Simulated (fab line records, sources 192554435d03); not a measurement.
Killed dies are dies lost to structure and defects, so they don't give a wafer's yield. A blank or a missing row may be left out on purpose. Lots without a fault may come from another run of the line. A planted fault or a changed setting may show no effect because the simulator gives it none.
Chamber matching | flow n5_finfet | N5_BEOL_M13_CMP_49 on cmp-01: 4 sister chambers
The step polishes, stops on SiOC, t overpolish 17.1 s, target thk 420 nm. 4 wafers are shown with their chamber, then 8 later ones without.

WAFERS WITH THEIR CHAMBER
wafer  | chamber | motor_current_A (A)
L082.5 | 0       | 5.4
L087.3 | 2       | 6.5
L087.4 | 3       | 6.1
L089.2 | 1       | 6.2

WAFERS WITHOUT THEIR CHAMBER
wafer  | motor_current_A (A)
L089.4 | 6.4
L089.5 | 6.2
L097.1 | 6.4
L097.2 | 6.1
L097.6 | 6.9
L095.1 | 5.1
L095.4 | 6.2
L095.6 | 5.2

WHICH CHAMBER EACH WENT THROUGH
wafer  | from the rows above          | in truth
L089.4 | can't be placed: 2 or 1 or 3 | 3
L089.5 | can't be placed: 1 or 3 or 2 | 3
L097.1 | can't be placed: 2 or 1 or 3 | 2
L097.2 | can't be placed: 3 or 1      | 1
L097.6 | can't be placed: 2 or 1      | 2
L095.1 | 0                            | 0
L095.4 | can't be placed: 1 or 3 or 2 | 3
L095.6 | 0                            | 0
Placed correctly: 2 of 8. Can't be placed from these rows: 6 (the true chamber is among the candidates in 6). Placed wrongly: 0.
How it was worked out, from the rows above alone: a wafer's distance from a chamber is the root of the sum, over the readings, of the square of ((its reading less the chamber's mean) divided by the reading's scatter). The wafer belongs to the nearest chamber; if the next one is less than 2 further off, it can't be placed. A chamber's mean is the mean of its shown wafers. The scatter: with one shown wafer a chamber, the root of the mean of the squares of how far each hidden wafer lies from its nearest shown one.
